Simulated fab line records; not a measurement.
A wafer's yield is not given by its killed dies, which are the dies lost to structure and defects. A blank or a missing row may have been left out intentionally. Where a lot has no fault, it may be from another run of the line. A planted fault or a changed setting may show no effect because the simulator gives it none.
The same fault as seen by 2 desks :: flow n5-finfet :: numbers are kept per desk, each desk with only its own; the story behind them comes last

== METROLOGY DESK ==
Lot by lot, what the gauges showed, no matter which tool ran the lot: averages of those sampled wafers that carry a number. A lot is out of limits, marked OUT, if its mean lies more than 4 standard deviations from the usual mean; the brackets give that distance. Shown here are 7 of its 10 readings, the ones lying furthest out on some lot.
Columns: A = DIBL_N at N5_BEOL_M4_RC_MEAS_101, usual 36.0 mV/V; B = DIBL_P at N5_BEOL_M4_RC_MEAS_101, usual 36.3 mV/V; C = IOFF_N at N5_BEOL_M4_RC_MEAS_101, usual 0.16 nA/um; D = ION_P at N5_BEOL_M4_RC_MEAS_101, usual 461 uA/um; E = SS_N at N5_BEOL_M4_RC_MEAS_101, usual 71.4 mV/dec; F = SS_P at N5_BEOL_M4_RC_MEAS_101, usual 73.2 mV/dec; G = VT_N at N5_BEOL_M4_RC_MEAS_101, usual 250 mV
lot: L849
first seen here: day 8 20:15
A: 36.9
B: 37.8
C: 0.19
D: 465
E: 72.5
F: 73.6
G: 247

lot: L851
first seen here: day 9 03:07
A: 33.7
B: 32.4
C: 0.14
D: 461
E: 71.1
F: 72.7
G: 249

lot: L853
first seen here: day 10 02:00
A: 34.2
B: 34.7
C: 0.12
D: 457
E: 71.0
F: 72.6
G: 254

lot: L856
first seen here: day 10 05:17
A: 38.5
B: 40.7
C: 0.21
D: 465
E: 71.4
F: 74.1
G: 244

lot: L858
first seen here: day 11 04:19
A: 35.8
B: 36.5
C: 0.17
D: 459
E: 71.2
F: 73.4
G: 247

lot: L860
first seen here: day 11 08:05
A: 37.4
B: 36.9
C: 0.17
D: 455
E: 71.6
F: 73.4
G: 250

lot: L862
first seen here: day 11 10:08
A: 35.4
B: 34.7
C: 0.16
D: 463
E: 71.5
F: 73.1
G: 249

lot: L871
first seen here: day 14 06:26
A: 38.1
B: 37.2
C: 0.17
D: 461
E: 71.9
F: 73.7
G: 249

lot: L870
first seen here: day 14 07:43
A: 37.3
B: 39.0
C: 0.17
D: 473
E: 71.4
F: 73.8
G: 246
This desk's finding: nothing out of limits on any of the 9 lots.

== TOOL OWNER'S DESK, pecvd-02 ==
The tool's own readings at N5_BEOL_M4_PECVD_72 (deposits SiO2 from TEOS/O2, target thk 16 nm, time 18 s): means of the sampled wafers that have a number, for each lot that ran on this tool. A lot is out of limits, marked OUT, if its mean lies more than 4 standard deviations from the usual mean; the brackets give that distance.
Columns: A = heater-power-w at N5_BEOL_M4_PECVD_72, usual 724 W; B = showerhead-plenum-p-Torr at N5_BEOL_M4_PECVD_72, usual 8.76 Torr; C = throttle-valve-pct at N5_BEOL_M4_PECVD_72, usual 22.4 %
lot: L858
first seen here: day 10 13:53
A: 730
B: 8.75
C: 21.8

lot: L862
first seen here: day 10 22:04
A: 713
B: 8.86
C: 22.4

lot: L870
first seen here: day 13 18:22
A: 737
B: 8.86
C: 22.3

lot: L871
first seen here: day 13 20:01
A: 675
B: 8.78
C: 22.1
This desk's finding: nothing out of limits on any of the 4 lots.

== ALL TOGETHER ==
At the metrology desk, nothing out of limits was observed.
Nothing out of limits was seen by the tool owner's desk.

== WHAT HAD BEEN PUT IN BY THE SIMULATOR ==
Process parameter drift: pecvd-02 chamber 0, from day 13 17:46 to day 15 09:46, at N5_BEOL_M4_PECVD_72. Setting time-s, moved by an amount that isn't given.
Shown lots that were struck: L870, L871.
